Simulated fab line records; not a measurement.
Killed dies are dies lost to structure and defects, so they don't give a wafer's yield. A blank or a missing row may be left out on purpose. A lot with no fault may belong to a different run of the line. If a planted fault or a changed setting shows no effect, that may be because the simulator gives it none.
fab line records	flow nand-harc
record: lots: 6	wafers: 18	last-day: 24
route steps=1159 shown THIN_TSV@1108 END@1159
lots that met no fault: from a run of the same line without faults
start-h: the number of hours between the record's first day and the start of the first shown wafer of the lot	wait-h: hours since the lot's step before	" repeats the value in the row above	L1.1+2: a single row standing in for several wafers	- value missing, or start not given	* or withheld: withheld	< > ~ a bound
route shown NAME@n: names a module that has steps shown in the file, with the first one's number in the route	usual: the fault-free wafers' mean and standard deviation	same: alike in all rows	chamber/n: place in a boat	sites: per-site readings	_std_site: the values' standard deviation	_edge_site: inner sites' mean taken away from outer sites' mean	radius-mm: for every site, how far away it sits from the centre of the wafer	mask NAME#n: copy n	behind: the most recent tool/chamber to have shaped the wafer	hold: why the lot went on hold/how many hours it stayed there/how the hold came to an end	device: whichever transistor did not switch (one of n, p or np)	end of line: at the end of the route, the tests of the same wafers	step lacking rows: just its recipe	killed: dies that structure and defects cost at the first sort, which is not the same as the wafer's yield	map: a wafer's dies, marking killed ones x, the rest . and places with no die _
set.NAME: setting as actually run; set.NAME@STEP: the setting as run at that earlier step	model.NAME: the simulator's own value behind a step, which no gauge read
lots seen at some steps along the route; tables by step, rows by wafer
services: a tool's chamber out of use, with start hour (start-h, from the record's first day; less than 0 if before it), hours out, and reason
== steps ==
step: NHARC_THIN_TSV_DEHYDRATE_04
recipe: temp-c: 150	time-s: 120
step: NHARC_THIN_TSV_HMDS_05
recipe: time-s: 30
step: NHARC_THIN_TSV_COAT_06
recipe: spin-rpm: *
step: NHARC_THIN_TSV_SOFTBAKE_07
recipe: temp-c: 122	time-s: 95
step: NHARC_THIN_TSV_EBR_08
step: NHARC_THIN_TSV_EXPOSE_09
recipe: na: 0.55	dose-mj: 30.7	mask-id: TSV
step: NHARC_THIN_TSV_PEB_10
recipe: peb-temp-c: 118	peb-time-s: 85
step: NHARC_THIN_TSV_DEVELOP_11
recipe: time-s: 70
step: NHARC_THIN_TSV_CD_MEAS_12
recipe: target-cd-nm: 1000	landing-energy-ev: 500
usual: cd-nm: 999.6/1.6
lot.wafer	tool	chamber	start-h	wait-h	cd-nm
L179.2	cd-sem-02	0	439.24	-	1002.4
L179.3	"	0	"	"	1001.5
L179.6	"	0	"	"	1001.9
L189.1	cd-sem-01	0	512.48	-	998.1
L189.3	"	0	"	"	1000.7
L189.6	"	0	"	"	1002.4
L190.1	cd-sem-03	0	526.32	-	998.3
L190.5	"	0	"	"	999.1
L190.6	"	0	"	"	998.0
L197.2	cd-sem-03	0	552.40	-	996.4
L197.5	"	0	"	"	998.2
L197.6	"	0	"	"	998.2
L198.2	cd-sem-02	0	554.81	-	999.2
L198.5	"	0	"	"	998.7
L198.6	"	0	"	"	1000.2
L196.2	cd-sem-03	0	558.59	-	998.9
L196.3	"	0	"	"	999.1
L196.5	"	0	"	"	998.1
step: NHARC_THIN_TSV_HARDBAKE_13
recipe: temp-c: 125	time-s: 80
step: NHARC_THIN_TSV_DESCUM_14
recipe: time-s: 3	o2-flow-sccm: 200	ar-flow-sccm: 0	bias-power-w: 0	chemistry: O2
usual: drypump-motor-current-A: 5.7/0.49	oes-product-au: 0.999/0.0077	rf-vpp-V: 57.9/0.85	showerhead-plenum-p-Torr: 1.93/0.082	throttle-valve-pct: 11.312/0.0089
same: time-s: 3
lot.wafer	tool	chamber	start-h	wait-h	drypump-motor-current-A	oes-product-au	rf-hours-counter-h	rf-vpp-V	showerhead-plenum-p-Torr	throttle-valve-pct
L179.2	rie-diel-02	2	439.40	-	5.8	1.017	8	59.2	1.95	11.312
L179.3	"	0	"	"	5.5	0.996	7	57.9	1.84	11.312
L179.6	"	3	"	"	5.9	1.002	-	58.2	2.02	11.305
L189.1	rie-diel-07	0	512.65	-	5.4	1.005	8	57.7	1.91	11.324
L189.3	"	1	"	"	4.7	0.995	8	56.9	1.78	11.294
L189.6	"	0	"	"	5.4	1.001	-	56.5	1.91	11.310
L190.1	rie-diel-07	1	526.48	-	4.7	0.989	9	57.4	1.78	11.317
L190.6	"	1	"	"	4.7	0.985	-	56.3	1.78	11.293
L190.5	"	2	"	"	6.4	0.986	-	57.3	2.02	11.305
L197.2	rie-diel-02	2	552.57	-	5.9	1.009	2	58.0	1.95	11.296
L197.6	"	1	"	"	6.4	0.997	-	57.5	1.93	11.304
L197.5	"	2	"	"	5.8	1.006	-	57.9	1.95	11.328
L198.2	rie-diel-02	1	554.98	-	6.4	0.991	4	58.1	1.93	11.298
L198.5	"	3	"	"	6.0	0.997	-	56.6	2.02	11.297
L198.6	"	0	"	"	5.4	0.997	-	57.7	1.84	11.302
L196.3	rie-diel-02	3	558.75	-	5.9	0.996	3	59.3	2.02	11.315
L196.2	"	1	"	"	6.4	0.983	4	56.8	1.93	11.324
L196.5	"	3	"	"	5.9	0.982	-	58.6	2.02	11.311
step: NHARC_THIN_TSV_ETCH_44
recipe: target-depth-a: 15942	time-s: 797.1	cf4-flow-sccm: 150	o2-flow-sccm: 10	ar-flow-sccm: 0	rf-w: 300	bias-w: 800	chemistry: CF4/O2
usual: bias-w: 799.6/2.3	cf4-flow-sccm: 150.0/0.49	drypump-motor-current-A: 5.7/0.5	oes-product-au: 0.999/0.007	rf-vpp-V: 795/4.7	showerhead-plenum-p-Torr: 1.84/0.073	throttle-valve-pct: 16.914/0.0091
same: time-s: 797.1
lot.wafer	tool	chamber	start-h	wait-h	bias-w	cf4-flow-sccm	drypump-motor-current-A	oes-product-au	rf-hours-counter-h	rf-vpp-V	showerhead-plenum-p-Torr	throttle-valve-pct
L179.3	rie-diel-02	3	439.54	0.1	797.7	150.6	5.9	1.012	8	800	1.93	16.915
L179.2	"	1	"	"	801.7	150.6	6.4	0.995	7	794	1.85	16.903
L179.6	"	3	"	"	797.4	149.8	5.9	0.990	-	800	1.93	16.921
L189.1	rie-diel-07	1	512.73	0.1	800.9	149.3	4.7	0.994	8	787	1.71	16.923
L189.3	"	3	"	"	795.0	150.5	5.7	1.009	8	801	1.94	16.914
L189.6	"	2	"	"	797.7	149.6	6.4	0.990	-	801	1.93	16.910
L190.1	rie-diel-07	1	526.71	0.2	798.4	149.6	4.7	0.996	9	786	1.71	16.916
L190.5	"	0	"	"	798.0	149.3	5.4	0.997	-	793	1.83	16.914
L190.6	"	1	"	"	802.8	149.5	4.7	0.986	-	786	1.71	16.914
L197.2	rie-diel-02	1	552.65	0.1	798.8	149.9	6.4	0.996	3	795	1.84	16.921
L197.6	"	1	"	"	795.3	149.7	6.4	0.998	-	795	1.85	16.912
L197.5	"	2	"	"	800.7	149.3	5.8	1.002	-	797	1.86	16.902
L198.2	rie-diel-02	2	555.11	0.1	799.2	149.8	5.8	1.010	3	795	1.86	16.918
L198.5	"	1	"	"	800.4	150.3	6.3	0.990	-	794	1.85	16.917
L198.6	"	2	"	"	802.0	149.6	5.8	1.007	-	796	1.86	16.912
L196.2	rie-diel-02	3	558.83	0.1	796.9	149.9	5.9	1.000	4	800	1.93	16.915
L196.3	"	1	"	"	799.8	150.4	6.4	0.994	4	795	1.84	16.925
L196.5	"	0	"	"	798.6	149.7	5.4	1.000	-	790	1.77	16.918
step: NHARC_THIN_TSV_ETCH_15
recipe: target-depth-a: 30000	bosch-target-overetch-cycles: 2	bosch-etch-step-s: 2.8	bosch-dep-step-s: 1.2	bosch-cycles: 14
usual: bosch-cycles: 14/0	bosch-dep-step-s: 1.2/0	drypump-motor-current-A: 5.8/0.41
lot.wafer	tool	chamber	start-h	wait-h	bosch-cycles	bosch-dep-step-s	drypump-motor-current-A	rf-hours-counter-h
L179.2	rie-si-01	2	440.07	-	14	1.2	5.7	1.3
L179.3	"	0	"	"	14	1.2	5.2	0.9
L179.6	"	1	"	"	14	1.2	5.4	-
L189.3	rie-si-01	3	513.31	-	-	-	-	-
L189.1	"	2	"	"	-	-	-	-
L189.6	"	3	"	"	-	-	-	-
L190.1	rie-si-05	0	527.23	-	-	-	-	-
L190.6	"	3	"	"	-	-	-	-
L190.5	"	0	"	"	-	-	-	-
L197.2	rie-si-01	2	553.27	-	14	1.2	5.7	0.4
L197.6	"	3	"	"	14	1.2	5.5	-
L197.5	"	0	"	"	14	1.2	5.3	-
L198.2	rie-si-02	2	555.64	-	14	1.2	5.9	1.3
L198.6	"	1	"	"	14	1.2	5.9	-
L198.5	"	2	"	"	14	1.2	5.9	-
L196.3	rie-si-05	1	559.41	-	14	1.2	5.4	1.2
L196.2	"	3	"	"	14	1.2	5.9	1.0
L196.5	"	0	"	"	14	1.2	6.3	-
step: NHARC_THIN_TSV_CD_MEAS_16
usual: cd-nm: 999.6/1.7
lot.wafer	tool	chamber	start-h	wait-h	cd-nm
L179.2	cd-sem-02	-	440.20	0.1	1001.2
L179.3	"	-	"	"	1001.3
L179.6	"	-	"	"	1001.4
L189.1	cd-sem-02	-	513.45	0.1	998.9
L189.3	"	-	"	"	1001.2
L189.6	"	-	"	"	1002.5
L190.1	cd-sem-02	-	527.36	0.1	999.1
L190.5	"	-	"	"	998.8
L190.6	"	-	"	"	997.8
L197.2	cd-sem-02	-	553.38	0.1	996.3
L197.5	"	-	"	"	997.7
L197.6	"	-	"	"	997.8
L198.2	cd-sem-02	-	555.77	0.1	999.7
L198.5	"	-	"	"	998.1
L198.6	"	-	"	"	1000.4
L196.2	cd-sem-02	-	559.55	0.1	998.8
L196.3	"	-	"	"	999.3
L196.5	"	-	"	"	998.7
step: NHARC_END_SORT_01
recipe: temp-c: 25
usual: defect-limited-yield: 95.4/1.4	killed-at-array: 27/10	killed-at-other: 0.6/1	killed-at-periphery: 3.4/2.7	killed-dies: 31/9.7	killed-open: 3.4/1.7	killed-short: 2.2/1.5	sort_bin_2_pct: 1.4/0.57	sort_bin_3_pct: 0.25/0.23	sort_bin_4_pct: 3.0/0.94	sort-n-pass: 646/9.7	sort-rim-yield-pct: 95.3/3	sort-yield-pct: 95.4/1.4
same: gross-dies: 677	sort_bin_5_pct[%]: 0	sort_bin_6_pct[%]: 0	sort_bin_7_pct[%]: 0	sort_bin_8_pct[%]: 0	sort-rim-n-gross: 106.00
lot.wafer	tool	chamber	start-h	wait-h	defect-limited-yield[%]	killed-at-array	killed-at-other	killed-at-periphery	killed-dies	killed-open	killed-short	sort_bin_2_pct[%]	sort_bin_3_pct[%]	sort_bin_4_pct[%]	sort-n-pass	sort-rim-yield-pct[%]	sort-yield-pct[%]
L179.2	prober-01	0	466.72	2.8	96.0	24	1	2	27	2	3	1.0	0	3.0	650	97.2	96.0
L179.3	prober-01	0	467.52	3.1	94.8	28	0	7	35	3	2	1.3	0	3.8	642	92.5	94.8
L179.6	prober-01	0	469.91	4.0	96.2	23	1	2	26	3	2	1.3	0	2.5	651	96.2	96.2
L189.1	prober-02	0	526.27	2.5	0	28	647	2	677	2	0	96.6	0.59	2.8	0	0	0
L189.3	prober-02	0	527.86	3.1	0	30	646	1	677	3	2	96.5	0	3.5	0	0	0
L189.6	prober-02	0	530.25	4.0	0	25	652	0	677	4	0	96.3	0.44	3.2	0	0	0
L190.1	prober-01	0	540.63	2.5	0	26	650	1	677	0	0	98.4	0.15	1.5	0	0	0
L190.5	prober-01	0	543.88	3.7	0	19	655	3	677	4	3	97.6	0.15	2.2	0	0	0
L190.6	prober-01	0	544.69	4.1	0	35	641	1	677	1	2	96.2	0	3.8	0	0	0
L198.2	prober-02	0	567.82	2.8	94.8	23	0	12	35	5	0	1.0	0.15	4.0	642	98.1	94.8
L198.5	prober-02	0	570.19	3.6	94.8	22	0	13	35	7	2	1.5	0	3.7	642	95.3	94.8
L198.6	prober-02	0	570.97	3.9	96.3	21	0	4	25	1	2	1.3	0.15	2.2	652	99.1	96.3
L197.2	prober-02	0	575.59	2.8	90.7	56	0	7	63	3	3	3.1	0.74	5.5	614	95.3	90.7
L197.5	prober-02	0	578.02	3.7	93.1	43	0	4	47	4	0	2.2	0.15	4.6	630	89.6	93.1
L197.6	prober-02	0	578.83	4.0	93.5	40	0	4	44	3	4	2.7	0.59	3.2	633	95.3	93.5
killed by level:class
L179.2 A_SLIT:chamber-film-flake=7 A_WL_FILL:chamber-film-flake=6 A_STAIRCASE:chamber-film-flake=3 A_CHANNEL_HOLE_D1:chamber-film-flake=2 A_M0:chamber-film-flake=2 P_CONTACT:geometric-particle:short=1 A_CHANNEL_FILL_D1:geometric-particle:open=1 A_CONTACT:geometric-particle:short=1
L179.3 A_SLIT:chamber-film-flake=13 A_STAIRCASE:chamber-film-flake=6 A_WL_FILL:chamber-film-flake=4 A_CHANNEL_HOLE_D1:chamber-film-flake=2 P_GATE:geometric-particle:open=1 P_M0:geometric-particle:open=1 P_M1:geometric-particle:short=1 A_WL_FILL:geometric-particle:short=1
L179.6 A_STAIRCASE:chamber-film-flake=7 A_SLIT:chamber-film-flake=7 P_GATE:geometric-particle:open=1 A_ONON_D1:geometric-particle:short=1 A_CHANNEL_HOLE_D1:geometric-particle:short=1 A_CHANNEL_FILL_D1:geometric-particle:open=1 A_M0:geometric-particle:open=1 P_CONTACT:chamber-film-flake=1
L189.1 THIN_TSV:area-etch=642 A_SLIT:chamber-film-flake=16 THIN_TSV:chamber-film-flake=5 A_CONTACT:chamber-film-flake=4 A_CHANNEL_HOLE_D1:chamber-film-flake=3 P_GATE:chamber-film-flake=2 A_WL_FILL:chamber-film-flake=2 A_CHANNEL_FILL_D1:geometric-particle:open=1
L189.3 THIN_TSV:area-etch=643 A_SLIT:chamber-film-flake=15 A_STAIRCASE:chamber-film-flake=4 A_CHANNEL_HOLE_D1:chamber-film-flake=3 THIN_TSV:chamber-film-flake=3 A_WL_FILL:chamber-film-flake=2 A_CONTACT:chamber-film-flake=2 P_M1:geometric-particle:open=1
L189.6 THIN_TSV:area-etch=649 A_SLIT:chamber-film-flake=11 A_CONTACT:chamber-film-flake=5 A_STAIRCASE:chamber-film-flake=3 THIN_TSV:chamber-film-flake=3 A_CHANNEL_HOLE_D1:chamber-film-flake=2 A_CHANNEL_FILL_D1:geometric-particle:open=1 A_WL_FILL:geometric-particle:open=1
L190.1 THIN_TSV:area-etch=650 A_SLIT:chamber-film-flake=15 A_CHANNEL_HOLE_D1:chamber-film-flake=5 A_CONTACT:chamber-film-flake=5 P_GATE:chamber-film-flake=1 A_CHANNEL_FILL_D1:chamber-film-flake=1
L190.5 THIN_TSV:area-etch=655 A_SLIT:chamber-film-flake=7 A_CHANNEL_HOLE_D1:chamber-film-flake=4 A_CONTACT:chamber-film-flake=3 A_WL_FILL:geometric-particle:short=2 P_STI:geometric-particle:open=1 P_STI:geometric-particle:short=1 P_CONTACT:geometric-particle:open=1
L190.6 THIN_TSV:area-etch=641 A_SLIT:chamber-film-flake=19 A_CHANNEL_HOLE_D1:chamber-film-flake=8 A_CONTACT:chamber-film-flake=4 A_ONON_D1:geometric-particle:short=1 A_CHANNEL_FILL_D1:geometric-particle:short=1 A_CONTACT:geometric-particle:open=1 P_STI:chamber-film-flake=1
L198.2 A_CHANNEL_HOLE_D1:chamber-film-flake=8 A_CONTACT:chamber-film-flake=6 A_WL_FILL:chamber-film-flake=5 P_STI:chamber-film-flake=3 P_GATE:chamber-film-flake=3 P_M1:chamber-film-flake=3 P_M0:geometric-particle:open=2 A_CONTACT:geometric-particle:open=1
L198.5 A_CONTACT:chamber-film-flake=7 P_M1:chamber-film-flake=5 A_STAIRCASE:chamber-film-flake=5 P_GATE:geometric-particle:open=3 A_CHANNEL_HOLE_D1:chamber-film-flake=3 P_STI:chamber-film-flake=2 P_CONTACT:geometric-particle:short=1 P_M0:geometric-particle:open=1
L198.6 A_CHANNEL_HOLE_D1:chamber-film-flake=9 P_M1:chamber-film-flake=4 A_WL_FILL:chamber-film-flake=3 A_CONTACT:chamber-film-flake=3 A_BONDPAD:chamber-film-flake=2 A_CHANNEL_FILL_D1:geometric-particle:short=1 A_CONTACT:geometric-particle:short=1 A_M0:geometric-particle:open=1
L197.2 A_CHANNEL_HOLE_D1:chamber-film-flake=23 A_SLIT:chamber-film-flake=19 A_CONTACT:chamber-film-flake=4 P_BONDPAD:chamber-film-flake=3 A_CHANNEL_FILL_D1:chamber-film-flake=3 A_STAIRCASE:chamber-film-flake=3 P_M1:chamber-film-flake=2 P_GATE:geometric-particle:short=1
L197.5 A_SLIT:chamber-film-flake=21 A_CHANNEL_HOLE_D1:chamber-film-flake=15 A_CONTACT:chamber-film-flake=3 P_GATE:geometric-particle:open=1 P_M2:geometric-particle:open=1 A_BLC:geometric-particle:open=1 A_M0:geometric-particle:open=1 P_GATE:chamber-film-flake=1
L197.6 A_CHANNEL_HOLE_D1:chamber-film-flake=20 A_SLIT:chamber-film-flake=8 A_CONTACT:chamber-film-flake=3 P_GATE:geometric-particle:short=2 A_ONON_D1:geometric-particle:open=2 P_BONDPAD:chamber-film-flake=2 A_CHANNEL_FILL_D1:chamber-film-flake=2 A_STAIRCASE:chamber-film-flake=2
map L189.1 (x killed, . not)
____________x____________
_________xxxxxxx_________
_______xxxxxxxxxxx_______
______xxxxxxxxxxxxx______
_____xxxxxxxxxxxxxxx_____
____xxxxxxxxxxxxxxxxx____
____xxxxxxxxxxxxxxxxx____
___xxxxxxxxxxxxxxxxxxx___
___xxxxxxxxxxxxxxxxxxx___
__xxxxxxxxxxxxxxxxxxxxx__
__xxxxxxxxxxxxxxxxxxxxx__
_xxxxxxxxxxxxxxxxxxxxxxx_
_xxxxxxxxxxxxxxxxxxxxxxx_
_xxxxxxxxxxxxxxxxxxxxxxx_
_xxxxxxxxxxxxxxxxxxxxxxx_
_xxxxxxxxxxxxxxxxxxxxxxx_
xxxxxxxxxxxxxxxxxxxxxxxxx
xxxxxxxxxxxxxxxxxxxxxxxxx
xxxxxxxxxxxxxxxxxxxxxxxxx
xxxxxxxxxxxxxxxxxxxxxxxxx
xxxxxxxxxxxxxxxxxxxxxxxxx
_xxxxxxxxxxxxxxxxxxxxxxx_
_xxxxxxxxxxxxxxxxxxxxxxx_
_xxxxxxxxxxxxxxxxxxxxxxx_
_xxxxxxxxxxxxxxxxxxxxxxx_
_xxxxxxxxxxxxxxxxxxxxxxx_
__xxxxxxxxxxxxxxxxxxxxx__
__xxxxxxxxxxxxxxxxxxxxx__
___xxxxxxxxxxxxxxxxxxx___
___xxxxxxxxxxxxxxxxxxx___
____xxxxxxxxxxxxxxxxx____
____xxxxxxxxxxxxxxxxx____
_____xxxxxxxxxxxxxxx_____
______xxxxxxxxxxxxx______
_______xxxxxxxxxxx_______
_________xxxxxxx_________
____________x____________
map L190.1 (x killed, . not)
____________x____________
_________xxxxxxx_________
_______xxxxxxxxxxx_______
______xxxxxxxxxxxxx______
_____xxxxxxxxxxxxxxx_____
____xxxxxxxxxxxxxxxxx____
____xxxxxxxxxxxxxxxxx____
___xxxxxxxxxxxxxxxxxxx___
___xxxxxxxxxxxxxxxxxxx___
__xxxxxxxxxxxxxxxxxxxxx__
__xxxxxxxxxxxxxxxxxxxxx__
_xxxxxxxxxxxxxxxxxxxxxxx_
_xxxxxxxxxxxxxxxxxxxxxxx_
_xxxxxxxxxxxxxxxxxxxxxxx_
_xxxxxxxxxxxxxxxxxxxxxxx_
_xxxxxxxxxxxxxxxxxxxxxxx_
xxxxxxxxxxxxxxxxxxxxxxxxx
xxxxxxxxxxxxxxxxxxxxxxxxx
xxxxxxxxxxxxxxxxxxxxxxxxx
xxxxxxxxxxxxxxxxxxxxxxxxx
xxxxxxxxxxxxxxxxxxxxxxxxx
_xxxxxxxxxxxxxxxxxxxxxxx_
_xxxxxxxxxxxxxxxxxxxxxxx_
_xxxxxxxxxxxxxxxxxxxxxxx_
_xxxxxxxxxxxxxxxxxxxxxxx_
_xxxxxxxxxxxxxxxxxxxxxxx_
__xxxxxxxxxxxxxxxxxxxxx__
__xxxxxxxxxxxxxxxxxxxxx__
___xxxxxxxxxxxxxxxxxxx___
___xxxxxxxxxxxxxxxxxxx___
____xxxxxxxxxxxxxxxxx____
____xxxxxxxxxxxxxxxxx____
_____xxxxxxxxxxxxxxx_____
______xxxxxxxxxxxxx______
_______xxxxxxxxxxx_______
_________xxxxxxx_________
____________x____________
== services ==
tool	chamber	start-h	hours	kind
rie-si-05	-	416.03	9.0	pm
rie-diel-02	0	434.91	-	clean
rie-diel-02	1	434.91	-	clean
rie-diel-02	2	434.91	-	clean
rie-diel-02	3	434.91	-	clean
rie-diel-07	2	451.15	1.9	repair
rie-diel-02	0	459.41	-	clean
rie-diel-02	1	459.41	-	clean
rie-diel-02	2	459.41	-	clean
rie-diel-02	3	459.41	-	clean
rie-diel-07	2	462.78	10.5	repair
rie-si-01	-	481.00	9.0	pm
rie-diel-02	0	483.91	-	clean
rie-diel-02	1	483.91	-	clean
rie-diel-02	2	483.91	-	clean
rie-diel-02	3	483.91	-	clean
rie-diel-07	2	490.78	20.1	repair
rie-diel-02	-	504.91	9.0	pm
rie-diel-02	0	504.91	9.0	vent-cycle
rie-diel-02	1	504.91	9.0	vent-cycle
rie-diel-02	2	504.91	9.0	vent-cycle
rie-diel-02	3	504.91	9.0	vent-cycle
rie-diel-02	0	513.91	-	clean
rie-si-05	0	548.35	3.1	repair
== key ==
first-sign: step: NHARC_THIN_TSV_ETCH_15	reading: tool-record	direction: missing
effect: step: NHARC_END_SORT_01	reading: killed-at-other	direction: up	sigmas: 99+	usual: 0.6	struck: 648.5
more-kills-born-at: NHARC_THIN_TSV_ETCH_15@rie-si-05: 1946	NHARC_THIN_TSV_ETCH_15@rie-si-01: 1933
met-at NHARC_THIN_TSV_ETCH_15
struck-wafers L189.1,L189.3,L189.6,L190.1,L190.5,L190.6
later-rows-left-out L189.1,L189.3,L189.6,L190.1,L190.5,L190.6
onset-between 440.07 513.31
fault: kind: skipped-step-whole	tool: rie-si-01,rie-si-05	chamber: -	onset-h: 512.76	steps: NHARC_THIN_TSV_ETCH_15	scope: struck-lots-only
later-rows-left-out: the simulator's readings of these wafers behind a module that went badly wrong aren't trusted and aren't shown, but for the sort
